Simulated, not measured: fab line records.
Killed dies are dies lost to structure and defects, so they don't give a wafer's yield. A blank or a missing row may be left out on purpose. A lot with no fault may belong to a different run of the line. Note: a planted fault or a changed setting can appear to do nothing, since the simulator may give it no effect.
The tool behind it: which one?	flow n5-finfet	10 lots with 30 wafers sampled at 5 steps, on a route of 1938 steps

WHAT EACH GAUGE READ, for each wafer
N5_BEOL_M4_RC_MEAS_101. Usual: DIBL_N 36.3 mV/V, standard deviation 1.7; DIBL_P 36.5 mV/V, standard deviation 2.1; IOFF_N 0.16 nA/um, standard deviation 0.03; IOFF_P 0.22 nA/um, standard deviation 0.035; ION_N 675 uA/um, standard deviation 11; ION_P 465 uA/um, standard deviation 7.1; SS_N 71.5 mV/dec, standard deviation 0.62; SS_P 73.3 mV/dec, standard deviation 0.64; VT_N 250 mV, standard deviation 3.1; VT_P -249.1 mV, standard deviation 3.
lot	measured	on	DIBL_N (mV/V)	DIBL_P (mV/V)	IOFF_N (nA/um)	IOFF_P (nA/um)	ION_N (uA/um)	ION_P (uA/um)	SS_N (mV/dec)	SS_P (mV/dec)	VT_N (mV)	VT_P (mV)	flag
L720	day 7 21:03	prober-01	35.2 37.2 34.7	35.6 38.1 35.4	0.15 0.18 0.14	0.23 0.28 0.23	683 671 673	472 469 473	71.4 71.3 70.8	72.4 73.8 72.9	249 246 252	-244.8 -244.1 -244.3	
L719	day 8 02:34	prober-01	37.8 37.7 35.5	38.9 38.4 36.7	0.19 0.19 0.15	0.26 0.27 0.23	682 686 675	470 473 469	72.1 72.0 71.0	73.8 73.4 72.5	246 248 252	-245.8 -246.1 -248.8	
L721	day 8 13:50	prober-02	36.3 39.2 34.9	36.0 38.8 33.5	0.15 0.22 0.13	0.21 0.24 0.16	670 679 668	464 462 455	71.2 71.9 70.1	72.9 73.5 72.4	251 245 251	-248.5 -249.6 -255.4	
L722	day 8 20:51	prober-02	37.0 36.8 38.2	37.1 36.1 38.9	0.16 0.14 0.19	0.24 0.21 0.27	688 666 689	479 465 476	71.4 71.5 71.7	73.4 73.0 73.9	249 253 247	-247.9 -248.5 -246.0	
L726	day 9 10:03	prober-02	35.2 37.0 37.0	31.7 34.8 34.8	0.13 0.16 0.15	0.17 0.20 0.20	671 685 662	459 467 460	71.0 71.5 71.9	72.1 72.7 72.6	253 249 251	-252.1 -252.0 -250.5	
L727	day 10 00:34	prober-01	37.3 36.9 36.4	38.1 36.6 36.7	0.17 0.17 0.16	0.25 0.22 0.22	674 680 677	468 464 466	72.4 72.2 71.0	74.2 72.9 72.9	250 250 249	-248.3 -248.9 -249.8	
L731	day 13 11:40	prober-01	37.5 34.9 37.6	39.9 35.6 40.2	0.20 0.14 0.21	0.26 0.19 0.27	686 670 699	472 457 474	72.2 72.2 72.7	73.4 73.0 73.6	245 252 243	-247.8 -250.3 -246.3	
L734	day 13 19:34	prober-02	39.1 36.4 37.4	37.8 35.2 36.1	0.19 0.15 0.16	0.24 0.20 0.23	671 664 668	470 460 465	72.9 71.8 71.3	73.6 73.2 73.7	247 252 250	-247.0 -249.7 -246.5	
L735	day 14 13:00	prober-02	32.9 33.7 33.4	34.5 35.4 34.9	0.14 0.14 0.14	0.19 0.20 0.19	678 661 660	462 459 459	71.1 71.2 70.5	73.4 72.9 73.0	249 249 252	-251.0 -253.3 -251.4	
L742	day 14 20:30	prober-02	36.4 34.0 36.9	38.1 35.8 38.7	0.16 0.13 0.19	0.23 0.20 0.24	671 686 691	467 475 480	71.5 70.5 71.2	73.8 73.1 73.9	252 253 245	-246.8 -248.7 -246.6	

WHICH TOOL RAN EACH LOT (tool, then ch and the chambers of the sampled wafers, then the start)
lot	N5_BEOL_M3_PECVD_72	N5_BEOL_M3_HM_DEP_02	N5_BEOL_M3_ETCH_64	N5_BEOL_M3_COAT_22
L720	pecvd-02 ch 0,1, day 6 22:59	pvd-sputter-01, day 6 23:17	rie-diel-02 ch 0,1,3, day 7 00:00	litho-track-01 ch 0, day 7 00:29
L719	pecvd-02 ch 1,2, day 7 08:13	pvd-sputter-02, day 7 08:48	rie-diel-04 ch 1,2,3, day 7 09:31	litho-track-05 ch 0, day 7 10:07
L721	pecvd-01 ch 0,1,2, day 7 14:00	pvd-sputter-02, day 7 15:00	rie-diel-02 ch 0,3, day 7 15:37	litho-track-01 ch 0, day 7 16:08
L722	pecvd-02 ch 0,1,2, day 7 15:26	pvd-sputter-01, day 7 16:01	rie-diel-02 ch 0,2,3, day 7 16:37	litho-track-05 ch 0, day 7 17:15
L726	pecvd-02 ch 0,1, day 8 17:01	pvd-sputter-01, day 8 17:05	rie-diel-04 ch 0,1,2, day 8 17:40	litho-track-01 ch 0, day 8 18:04
L727	pecvd-04 ch 0,1, day 9 02:42	pvd-sputter-01, day 9 03:13	rie-diel-03 ch 0,2, day 9 03:56	litho-track-01 ch 0, day 9 04:20
L731	pecvd-01 ch 0,2, day 12 06:26	pvd-sputter-01, day 12 08:17	rie-diel-04 ch 2,3, day 12 09:00	litho-track-03 ch 0, day 12 09:23
L734	pecvd-04 ch 0,1,2, day 12 12:16	pvd-sputter-01, day 12 13:50	rie-diel-02 ch 2,3, day 12 14:25	litho-track-05 ch 0, day 12 14:49
L735	pecvd-04 ch 1,2, day 12 14:58	pvd-sputter-03, day 12 16:47	rie-diel-03 ch 1,2,3, day 12 17:30	litho-track-05 ch 0, day 12 17:53
L742	pecvd-01 ch 0,1,2, day 12 18:07	pvd-sputter-03, day 12 19:50	rie-diel-02 ch 0,1, day 12 20:28	litho-track-01 ch 0, day 12 20:52
- N5_BEOL_M3_PECVD_72: deposits SiO2 from TEOS/O2, target thk 16 nm, time 18 s.
- N5_BEOL_M3_HM_DEP_02: deposits TiN, target thk 20 nm.
- N5_BEOL_M3_ETCH_64: etches SOC in N2/H2, target depth 75 nm, overetch 15 nm, time 112.5 s.
- N5_BEOL_M3_COAT_22: resist thk 30 nm.

AS READ BY THE TOOLS THEMSELVES (means over the sampled wafers that have a number; for cases with no such wafer, the mark the record gives instead)
N5_BEOL_M3_PECVD_72. Usual: heater-power-w 703 W, standard deviation 71; showerhead-plenum-p-Torr 8.77 Torr, standard deviation 0.043; throttle-valve-pct 22.5 %, standard deviation 1.2.
lot	tool	heater-power-w (W)	showerhead-plenum-p-Torr (Torr)	throttle-valve-pct (%)	flag
L720	pecvd-02	719	8.75	22.5	
L719	pecvd-02	733	8.71	22.0	
L721	pecvd-01	658	8.78	23.1	
L722	pecvd-02	717	8.76	22.1	
L726	pecvd-02	698	8.72	22.5	
L727	pecvd-04	740	8.78	23.3	
L731	pecvd-01	649	8.77	21.4	
L734	pecvd-04	723	8.78	22.6	
L735	pecvd-04	756	8.74	22.5	
L742	pecvd-01	701	8.78	22.8	

N5_BEOL_M3_HM_DEP_02. Usual: throttle-valve-pct reads 30.2 % (standard deviation 1.2).
lot	tool	throttle-valve-pct (%)	flag
L720	pvd-sputter-01	30.2	
L719	pvd-sputter-02	30.5	
L721	pvd-sputter-02	30.1	
L722	pvd-sputter-01	30.3	
L726	pvd-sputter-01	30.0	
L727	pvd-sputter-01	31.1	
L731	pvd-sputter-01	30.1	
L734	pvd-sputter-01	30.2	
L735	pvd-sputter-03	29.8	
L742	pvd-sputter-03	29.6	

N5_BEOL_M3_ETCH_64. Usual: drypump-motor-current-A 5.8 A, standard deviation 0.38; h2-flow-sccm 200.0 sccm, standard deviation 0.54; oes-product-au 0.62 a.u., standard deviation 0.066; rf-vpp-V 523.7 V, standard deviation 2.1; showerhead-plenum-p-Torr 2.53 Torr, standard deviation 0.071; throttle-valve-pct 17.82 %, standard deviation 0.23.
lot	tool	drypump-motor-current-A (A)	h2-flow-sccm (sccm)	oes-product-au (a.u.)	rf-vpp-V (V)	showerhead-plenum-p-Torr (Torr)	throttle-valve-pct (%)	flag
L720	rie-diel-02	6.1	199.8	0.62	524.2	2.58	17.64	
L719	rie-diel-04	5.8	199.7	0.64	523.1	2.49	17.73	
L721	rie-diel-02	6.0	199.9	0.62	525.2	2.58	17.66	
L722	rie-diel-02	6.1	200.4	0.65	526.2	2.60	17.58	
L726	rie-diel-04	5.7	199.6	0.59	522.7	2.50	17.89	
L727	rie-diel-03	5.6	200.6	0.57	521.6	2.45	18.21	
L731	rie-diel-04	6.1	200.3	0.64	523.1	2.48	17.70	
L734	rie-diel-02	6.1	200.5	0.65	525.6	2.60	17.57	
L735	rie-diel-03	5.5	199.8	0.71	524.2	2.56	17.74	
L742	rie-diel-02	6.3	199.9	0.55	523.7	2.50	17.78	

N5_BEOL_M3_COAT_22. Usual: spin-speed-rpm reads 1499.7 rpm (standard deviation 1).
lot	tool	spin-speed-rpm (rpm)	flag
L720	litho-track-01	1500.9	
L719	litho-track-05	1499.0	
L721	litho-track-01	1499.6	
L722	litho-track-05	1499.1	
L726	litho-track-01	1498.7	
L727	litho-track-01	1498.7	
L731	litho-track-03	1499.6	
L734	litho-track-05	1063.2	OFF
L735	litho-track-05	1063.7	OFF
L742	litho-track-01	1498.8	

THE ANSWER, worked out from the rows above alone
Rule: a lot counts as off when the mean over its wafers that have a number is more than 3 standard deviations away from the usual mean. A lot without any number at a reading at which 4 lots or more have one is off too. Where the step has rows for the other lots, those lots are counted as sound. Order of review: gauges by route order, followed by the tools' own readings, for which a lot's mean as printed above is used. At the first step where some lot is off, the reading lying furthest off is the one used; lots without a number count as furthest.
Off: L734, L735 (N5_BEOL_M3_COAT_22, spin-speed-rpm).
A tool fits if, at that step or a process step before it, it ran every lot that is off, and no sound lot after the first of them. Can't be told from this: 2 tools fit, pecvd-04 at N5_BEOL_M3_PECVD_72, litho-track-05 at N5_BEOL_M3_COAT_22.

WHAT THE SIMULATOR HAD INSERTED
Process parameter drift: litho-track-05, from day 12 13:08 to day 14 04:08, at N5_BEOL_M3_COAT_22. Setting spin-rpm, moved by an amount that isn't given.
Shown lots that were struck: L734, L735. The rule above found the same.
